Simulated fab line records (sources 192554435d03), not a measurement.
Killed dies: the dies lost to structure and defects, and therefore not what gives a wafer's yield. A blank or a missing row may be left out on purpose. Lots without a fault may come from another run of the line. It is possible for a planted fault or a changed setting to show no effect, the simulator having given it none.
Matching of chambers | flow n5_finfet | rie_diel-02 running N5_BEOL_M9_STRIP_36: 4 sister chambers
The step strips in N2/H2. 4 wafers are shown with their chamber, then 10 later ones without.

WAFERS WITH THEIR CHAMBER
wafer  | chamber | drypump_motor_current_A (A)
L082.6 | 1       | 6.2
L091.4 | 2       | 6.8
L092.2 | 3       | 6.5
L092.4 | 0       | 5.0

WAFERS MISSING THEIR CHAMBER
wafer  | drypump_motor_current_A (A)
L092.6 | 6.5
L095.1 | 6.5
L095.3 | 5.0
L095.4 | 6.2
L094.1 | 5.1
L094.4 | 6.8
L094.6 | 5.0
L097.1 | 6.2
L097.2 | 6.7
L097.6 | 6.8

EACH ONE'S CHAMBER
wafer  | from the rows above | in truth
L092.6 | 3                   | 3
L095.1 | 3                   | 3
L095.3 | 0                   | 0
L095.4 | 1                   | 1
L094.1 | 0                   | 0
L094.4 | 2                   | 2
L094.6 | 0                   | 0
L097.1 | 1                   | 1
L097.2 | 2                   | 2
L097.6 | 2                   | 2
Correct placement for 10 of the 10. Left unplaced by these rows: 0. Placed wrongly: 0.
How it was worked out, from the rows above alone: a wafer's distance from a chamber is the root of the sum, over the readings, of the square of ((its reading less the chamber's mean) divided by the reading's scatter). The wafer belongs to the nearest chamber; if the next one is less than 2 further off, it can't be placed. The mean given for a chamber averages the wafers shown for that chamber. The scatter: root of mean squared gap, hidden wafer to nearest shown wafer, with one shown wafer a chamber.
